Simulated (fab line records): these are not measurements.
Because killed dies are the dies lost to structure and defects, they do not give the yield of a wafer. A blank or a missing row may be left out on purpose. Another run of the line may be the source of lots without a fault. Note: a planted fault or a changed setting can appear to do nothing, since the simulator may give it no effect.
fab line records ; flow nand-harc
[record] lots = 7; wafers = 18; last-day = 24
route steps=1159 shown A_STAIRCASE@570 END@1159
lots untouched by any fault: they come from a run of this same line in which no faults occurred
start-h: hours from the record's first day to the start of the lot's first wafer shown ; wait-h: hours elapsed since this lot's preceding step ; " identical to the entry in the row above ; L1.1+2: several wafers, shown together as one row ; - either no value or no given start ; * or withheld: withheld ; < > ~ a bound
route shown NAME@n: NAME is a module with steps in the file, n the number in the route of the first one ; usual: the fault-free wafers' mean and standard deviation ; same: alike in all rows ; chamber/n: place in a boat ; sites: each site's reading ; _std_site: standard deviation of those values ; _edge_site: outer sites' mean less inner sites' ; radius-mm: how far each site lies from the wafer's centre ; mask NAME#n: copy n ; behind: the last tool/chamber to shape the wafer ; hold: what put the lot on hold/how long, in hours/how the hold closed ; device: which transistor (n, p or np) failed to switch ; end of line: at the end of the route, the tests of the same wafers ; step lacking rows: just its recipe ; killed: at the first sort, the dies lost to defects and structure; wafer yield is something else ; map: the dies of a wafer, with x for killed, . for not killed, _ for no die there
set.NAME: the setting that was run; set.NAME@STEP: the one run at that earlier step ; model.NAME: the simulator's own value behind a step, which no gauge read
a table for each step, a row for each wafer; lots at some steps of the route
services: when a tool's chamber went out of use (start-h, in hours from the record's first day, below 0 if earlier), for how many hours, and the reason
[[steps]]
[step NHARC_A_STAIRCASE_DEHYDRATE_176]
[recipe] temp-c = 150; time-s = 120
[step NHARC_A_STAIRCASE_HMDS_177]
[recipe] time-s = 30
[step NHARC_A_STAIRCASE_COAT_178]
[recipe] spin-rpm = 1200
[step NHARC_A_STAIRCASE_SOFTBAKE_179]
[recipe] temp-c = 135; time-s = 170
[step NHARC_A_STAIRCASE_EBR_180]
[step NHARC_A_STAIRCASE_EXPOSE_181]
[recipe] na = 0.5; dose-mj = 27.87; mask-id = STAIR_2
[step NHARC_A_STAIRCASE_PEB_182]
[recipe] peb-temp-c = 115; peb-time-s = 130
[step NHARC_A_STAIRCASE_DEVELOP_183]
[recipe] time-s = 140
[step NHARC_A_STAIRCASE_HARDBAKE_185]
[recipe] temp-c = 120; time-s = 140
[step NHARC_A_STAIRCASE_DESCUM_186]
[recipe] time-s = 3; o2-flow-sccm = 200; ar-flow-sccm = 0; bias-power-w = 0; chemistry = O2
[usual] drypump-motor-current-A = 5.7/0.32; oes-product-au = 1.000/0.0091; rf-vpp-V = 57.9/0.85; showerhead-plenum-p-Torr = 1.92/0.063; throttle-valve-pct = 11.312/0.0087
lot.wafer;tool;chamber;start-h;wait-h;drypump-motor-current-A;oes-product-au;rf-hours-counter-h;rf-vpp-V;showerhead-plenum-p-Torr;throttle-valve-pct
L759.4;rie-diel-11;3;263.61;-;5.5;0.986;24;58.6;1.95;11.313
L759.2;rie-diel-11;0;263.61;-;6.1;1.000;17;57.2;1.94;11.303
L759.3;rie-diel-11;2;263.61;-;5.3;1.007;24;56.8;2.00;11.323
L763.3;rie-diel-11;0;276.07;-;6.1;0.988;22;59.1;1.93;11.312
L763.1;rie-diel-11;1;276.07;-;5.8;0.991;29;58.4;1.94;11.319
L763.6;rie-diel-11;0;276.07;-;6.1;0.985;-;57.0;1.93;11.322
L771.4;rie-diel-11;3;337.51;-;5.5;0.998;53;58.5;1.94;11.304
L771.6;rie-diel-11;1;337.51;-;5.8;0.988;-;56.4;1.93;11.308
L772.3;rie-diel-03;2;337.85;-;5.9;0.994;40;57.8;1.99;11.314
L772.5;rie-diel-03;1;337.85;-;5.7;1.016;-;58.1;1.92;11.300
L772.6;rie-diel-03;2;337.85;-;5.9;0.992;-;58.9;1.99;11.315
L769.5;rie-diel-11;0;339.03;-;6.1;1.009;-;57.7;1.93;11.303
L769.6;rie-diel-11;1;339.03;-;5.9;0.996;-;59.4;1.93;11.307
L774.6;rie-diel-11;0;349.79;-;6.1;0.996;-;58.6;1.93;11.299
L774.5;rie-diel-11;1;349.79;-;5.8;0.995;-;57.3;1.93;11.307
L778.3;rie-diel-02;1;377.10;-;5.1;1.001;14;59.6;2.07;11.305
L778.5;rie-diel-02;3;377.10;-;6.4;0.989;-;59.0;2.07;11.306
L778.6;rie-diel-02;0;377.10;-;6.3;0.999;-;56.7;1.85;11.301
[step NHARC_A_STAIRCASE_TRIM_187]
[recipe] time-s = 211.2; o2-flow-sccm = 500; ar-flow-sccm = 0; bias-w = 0; chemistry = O2
[usual] drypump-motor-current-A = 5.8/0.32; oes-product-au = 1.000/0.0097; rf-vpp-V = 57.8/0.83; showerhead-plenum-p-Torr = 3.54/0.11; throttle-valve-pct = 17.037/0.0085
lot.wafer;tool;chamber;start-h;wait-h;drypump-motor-current-A;oes-product-au;rf-hours-counter-h;rf-vpp-V;showerhead-plenum-p-Torr;throttle-valve-pct
L759.4;rie-diel-11;0;263.71;0.1;6.1;0.998;17;56.7;3.57;17.043
L759.2;rie-diel-11;1;263.71;0.1;5.9;0.989;25;58.2;3.57;17.040
L759.3;rie-diel-11;2;263.71;0.1;5.4;1.012;24;57.6;3.68;17.044
L763.1;rie-diel-11;3;276.14;0.1;5.5;1.007;29;58.5;3.58;17.043
L763.3;rie-diel-11;2;276.14;0.1;5.4;1.020;28;56.8;3.68;17.033
L763.6;rie-diel-11;0;276.14;0.1;6.1;1.005;-;58.2;3.56;17.038
L771.4;rie-diel-11;0;337.60;0.1;6.1;0.987;41;57.4;3.55;17.045
L771.6;rie-diel-11;3;337.60;0.1;5.5;0.991;-;57.3;3.57;17.042
L772.3;rie-diel-03;2;337.99;0.1;5.9;0.987;40;57.4;3.65;17.039
L772.6;rie-diel-03;1;337.99;0.1;5.6;1.009;-;57.2;3.54;17.030
L772.5;rie-diel-03;2;337.99;0.1;5.9;0.995;-;58.0;3.65;17.032
L769.6;rie-diel-11;1;339.19;0.1;5.8;0.996;-;58.5;3.56;17.017
L769.5;rie-diel-11;2;339.19;0.1;5.4;1.008;-;58.0;3.66;17.036
L774.6;rie-diel-11;3;349.90;0.1;5.5;0.997;-;56.8;3.57;17.041
L774.5;rie-diel-11;0;349.90;0.1;6.1;0.987;-;57.5;3.55;17.036
L778.3;rie-diel-02;1;377.20;0.1;5.1;1.000;14;57.8;3.80;17.048
L778.5;rie-diel-02;3;377.20;0.1;6.5;0.999;-;58.2;3.80;17.028
L778.6;rie-diel-02;0;377.20;0.1;6.3;0.990;-;55.8;3.42;17.028
[step NHARC_A_STAIRCASE_ETCH_188]
[recipe] target-depth-a = 1000; time-s = 40.5; ion-energy-ev = 400; c4f8-flow-sccm = 20; o2-flow-sccm = 10; ar-flow-sccm = withheld; rf-w = 600; bias-w = 1000; chemistry = C4F8/O2
[usual] oes-product-au = 0.940/0.013; rf-fwd-power-W = 593.7/2.5; rf-vpp-V = 896/4.1; run-length-s = 61.9/0.33
lot.wafer;tool;chamber;start-h;wait-h;oes-product-au;rf-fwd-power-W;rf-hours-counter-h;rf-vpp-V;run-length-s
L759.2;rie-diel-11;0;264.05;-;0.923;589.6;17;899;62.2
L759.3;rie-diel-11;2;264.05;-;0.954;595.0;24;901;61.9
L759.4;rie-diel-11;3;264.05;-;0.938;598.0;24;897;62.3
L763.1;rie-diel-11;1;276.30;-;0.921;593.1;29;897;61.9
L763.3;rie-diel-11;3;276.30;-;0.922;594.2;30;897;61.8
L763.6;rie-diel-11;0;276.30;-;0.933;593.5;-;896;62.1
L771.4;rie-diel-11;0;337.74;-;0.952;-;41;898;51.6
L771.6;rie-diel-11;1;337.74;-;0.947;594.5;-;898;62.0
L772.3;rie-diel-03;0;338.14;-;0.927;594.7;40;896;61.9
L772.5;rie-diel-03;2;338.14;-;0.921;597.6;-;902;61.7
L772.6;rie-diel-03;3;338.14;-;0.918;593.7;-;891;61.5
L769.5;rie-diel-11;2;339.37;-;0.936;-;-;900;51.0
L769.6;rie-diel-11;3;339.37;-;0.921;594.1;-;898;61.5
L774.5;rie-diel-11;2;350.03;-;0.941;-;-;900;51.4
L774.6;rie-diel-11;3;350.03;-;0.927;597.5;-;897;61.9
L778.3;rie-diel-02;1;377.59;-;0.929;594.6;14;906;61.8
L778.5;rie-diel-02;2;377.59;-;0.935;591.7;-;892;61.6
L778.6;rie-diel-02;3;377.59;-;0.928;590.9;-;905;62.8
[step NHARC_A_STAIRCASE_TRIM_189]
[recipe] time-s = 211.2; o2-flow-sccm = 500; ar-flow-sccm = 0; bias-w = 0; chemistry = O2
[usual] drypump-motor-current-A = 5.8/0.32; oes-product-au = 1.000/0.0092; rf-vpp-V = 57.9/0.82; showerhead-plenum-p-Torr = 3.55/0.11; throttle-valve-pct = 17.037/0.009
lot.wafer;tool;chamber;start-h;wait-h;drypump-motor-current-A;oes-product-au;rf-hours-counter-h;rf-vpp-V;showerhead-plenum-p-Torr;throttle-valve-pct
L759.3;rie-diel-11;2;-;-;5.4;1.010;24;57.7;3.68;17.025
L759.4;rie-diel-11;3;-;-;5.5;0.992;24;57.8;3.58;17.042
L759.2;rie-diel-11;0;-;-;6.1;0.993;17;57.8;3.57;17.035
L763.3;rie-diel-11;1;-;-;5.8;0.996;29;58.5;3.57;17.036
L763.1;rie-diel-11;0;-;-;6.1;1.000;22;57.3;3.56;17.041
L763.6;rie-diel-11;1;-;-;5.9;0.999;-;58.0;3.57;17.038
L771.4;rie-diel-11;2;-;-;5.4;1.024;52;57.7;3.66;17.023
L771.6;rie-diel-11;2;-;-;5.4;1.017;-;58.4;3.66;17.027
L772.3;rie-diel-03;0;-;-;5.9;1.001;40;58.2;3.51;17.026
L772.6;rie-diel-03;2;-;-;5.9;0.990;-;60.1;3.65;17.035
L772.5;rie-diel-03;3;-;-;5.7;0.991;-;57.2;3.38;17.042
L769.5;rie-diel-11;0;-;-;6.1;1.003;-;57.5;3.55;17.043
L769.6;rie-diel-11;1;-;-;5.8;1.002;-;59.9;3.56;17.030
L774.6;rie-diel-11;0;-;-;6.1;0.998;-;57.4;3.55;17.047
L774.5;rie-diel-11;1;-;-;5.9;0.995;-;57.8;3.55;17.048
L778.3;rie-diel-02;3;-;-;6.4;0.991;13;57.8;3.80;17.026
L778.5;rie-diel-02;3;-;-;6.5;1.000;-;60.1;3.80;17.055
L778.6;rie-diel-02;0;-;-;6.3;0.986;-;57.7;3.42;17.047
[step NHARC_END_SORT_01]
[recipe] temp-c = 25
[usual] killed-at-array = 28/11; killed-at-other = 0.5/0.85; killed-at-periphery = 2.7/1.9; killed-dies = 32/12; killed-open = 3.3/1.6; killed-short = 2.1/1.5
[same] gross-dies = 677
lot.wafer;tool;chamber;start-h;wait-h;killed-at-array;killed-at-other;killed-at-periphery;killed-dies;killed-open;killed-short
L769.5;prober-01;0;551.61;3.7;622;1;2;625;1;1
L771.4;prober-01;0;558.64;3.4;622;0;3;625;4;2
L774.5;prober-02;0;567.14;3.7;635;0;2;637;1;2
// killed by level:class
L769.5 A_STAIRCASE:area-etch=597 A_CHANNEL_HOLE_D1:chamber-film-flake=13 A_SLIT:chamber-film-flake=9 A_ONON_D1:geometric-particle:open=1 A_M0:geometric-particle:short=1 P_ZERO_WELL:chamber-film-flake=1 P_STI:chamber-film-flake=1 A_BONDPAD:chamber-film-flake=1
L771.4 A_STAIRCASE:area-etch=607 A_STAIRCASE:chamber-film-flake=5 A_CHANNEL_HOLE_D1:chamber-film-flake=4 A_CONTACT:chamber-film-flake=2 P_CONTACT:geometric-particle:short=1 P_CONTACT:geometric-particle:open=1 P_M0:geometric-particle:open=1 A_SOURCE_PLATE:geometric-particle:open=1
L774.5 A_STAIRCASE:area-etch=616 A_CHANNEL_HOLE_D1:chamber-film-flake=10 A_STAIRCASE:chamber-film-flake=3 A_CHANNEL_FILL_D1:chamber-film-flake=2 A_CONTACT:chamber-film-flake=2 P_GATE:geometric-particle:open=1 A_STAIRCASE:geometric-particle:short=1 A_M1:geometric-particle:short=1
// map L769.5 (x killed, . not)
____________x____________
_________xxxxxxx_________
_______xxxx.xxxxxx_______
______xxxxxxxxxxxxx______
_____xx.xxxxxxxx..xx_____
____xxxxxxxxxxxxxxxxx____
____.xxxxxxxxxxxxxxxx____
___xx.xxxxxxxxxxxxxxxx___
___xxx.xxxxx.x.xx.xxxx___
__xxx..xxxxx.x.xxxxxxxx__
__xxxx.x.xxxxx.xxxxxxxx__
_xxxxxxxxxxxxxxx.xxxxxxx_
_xxxxxxx.xx.xx.xxxxxxxxx_
_xxx.xxx.xxxxxxxxxxxxxxx_
_x...xx.xxxx.xxxxxxxxxxx_
_xxxxxxxxx.x.xxxxxxxxxxx_
xxxxxxxxxxxxxxx.xxxxx.xxx
xx..xxxx.xxxxxxxxxxxxxxxx
xxx.xxxxxxxxxxxxxxxxxxxxx
xxxxxxxxxxxxxxxxxxxxxxxxx
xxxxxxxxxxxx.xxxxxxx.xxxx
_xxxxx.x.xxxxxxxxxxxxxxx_
_.xxxxxxxxxxxxxxxxxxxxxx_
_xxxxxx.xxx.xxx.xxxxxxx._
_x.xxxxxxxxxxxxxxxxxxxxx_
_xxxxxxxx.xx.x.xxxxxxxxx_
__xxxxxxxxxxxx.xxxxxxxx__
__xxxxxxxxxxxxxxxxxxxxx__
___xxxxx.xx.xxxxxxxxxx___
___xxxxxxxxxxxxxxxxxxx___
____xxxxxxxxxxxxxxxxx____
____xxxxxxxxxxxxxxxxx____
_____xxxxxxxxxxxxxxx_____
______xxxxxxxxxxxxx______
_______xxxxxxxxxxx_______
_________xxxxxxx_________
____________x____________
// map L771.4 (x killed, . not)
____________x____________
_________xxxxxx._________
_______xxxx.xxxxxx_______
______xxxxxxxxxx.xx______
_____xx.xxxxxxxxxxxx_____
____xxxxxxxxxx.xxxxxx____
____xxxxxxx..xxxxxxxx____
___xxxxxx.xxxxxxxxxxxx___
___x.xxxx.xxx.xxxxxxxx___
__xxxxxxxxxxxx.xxxxxxxx__
__xxxxxxxxxxxxxxxx.xxxx__
_.xxxx..xxxxxxxxxxxxxx.x_
_xxxxxxx...xxx.xxxxxxxxx_
_xxxx.xxx.xxxxxx.xxxxxxx_
_xxxxxxxxx.xxxxxxxxxxxxx_
_xxxxx.xxxxxxxxxxxxxxxxx_
xxx.xxxxxxxxxxx..xxxxxxxx
xxxxxxxxxxxx.x.xxxxxxxxxx
xxx.xxxxxxxxxxxxxxxxxxxxx
xxxxxxxxxxxxxxxxxxxxxxxxx
xxxxx.xxxxxxx..xx.xxxxxxx
_xxxxxxxxxxxxxxxxxxxxxxx_
_xxxxxxxxxxxxxxxxxxxxxx._
_.xxxxxxxxxxxxxxxxxxxxxx_
_xxxxxxxxxxxxxx.xxxx.xxx_
_xxxx.xxxxxxxxxxxxx.xxxx_
__xxxxxxxxxxxxxxxxxxxxx__
__xx.xxxxxxxx..xxxxxxxx__
___x.xxxxxxxxx.xxxxxxx___
___xxxxxxxxxxxxxxxxxxx___
____xxxxxxx.xxxxxxxxx____
____xxxxxxx.x.xxxx.xx____
_____xxxxx.xxxxxxxxx_____
______xxxxxxxxxxxxx______
_______xxxxxxxxxxx_______
_________xxxxxxx_________
____________x____________
[[services]]
tool;chamber;start-h;hours;kind
rie-diel-11;0;250.85;-;clean
rie-diel-11;1;250.85;-;clean
rie-diel-11;2;250.85;-;clean
rie-diel-11;3;250.85;-;clean
rie-diel-03;0;259.93;7.7;repair
rie-diel-03;1;267.17;12.7;repair
rie-diel-11;-;272.47;0.4;repair
rie-diel-11;0;275.35;-;clean
rie-diel-11;1;275.35;-;clean
rie-diel-11;2;275.35;-;clean
rie-diel-11;3;275.35;-;clean
rie-diel-11;0;299.85;-;clean
rie-diel-11;1;299.85;-;clean
rie-diel-11;2;299.85;-;clean
rie-diel-11;3;299.85;-;clean
rie-diel-11;0;324.43;-;clean
rie-diel-11;1;324.43;-;clean
rie-diel-11;2;324.43;-;clean
rie-diel-11;3;324.43;-;clean
rie-diel-02;-;328.06;9.0;pm
rie-diel-11;-;339.93;0.7;repair
rie-diel-11;0;348.97;-;clean
rie-diel-03;1;362.93;8.5;repair
rie-diel-11;-;368.53;9.0;pm
[[key]]
[first-sign] step = NHARC_A_STAIRCASE_ETCH_188; reading = run-length-s; direction = down; sigmas = 32; usual = *; struck = *
[effect] step = NHARC_END_SORT_01; reading = killed-at-array; direction = up; sigmas = 53; usual = 28; struck = 626
[more-kills-born-at] NHARC_A_STAIRCASE_ETCH_188@rie-diel-11 = 1820
met-at NHARC_A_STAIRCASE_ETCH_188
struck-wafers L769.5,L771.4,L774.5
later-rows-left-out L769.5,L771.4,L774.5
tester-left-out L769,L771,L774
onset-between 276.30 337.74
[fault] kind = process-parameter-drift; tool = rie-diel-11; chamber = -; onset-h = 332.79; steps = NHARC_A_STAIRCASE_ETCH_188; channel = time-s; offset = *; shape = step; end-h = 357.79; scope = struck-wafers-only; acts-in = *; stated = *
// tester-left-out: of these lots the tester's yield and bins aren't shown, on N5 and GAA mostly nor the transistor test; their killed dies are dies lost to structure and defects alone, not to doping, threshold or leakage, so they don't give the yield
// later-rows-left-out: the simulator's readings of these wafers behind a module that went badly wrong aren't trusted and aren't shown, but for the sort
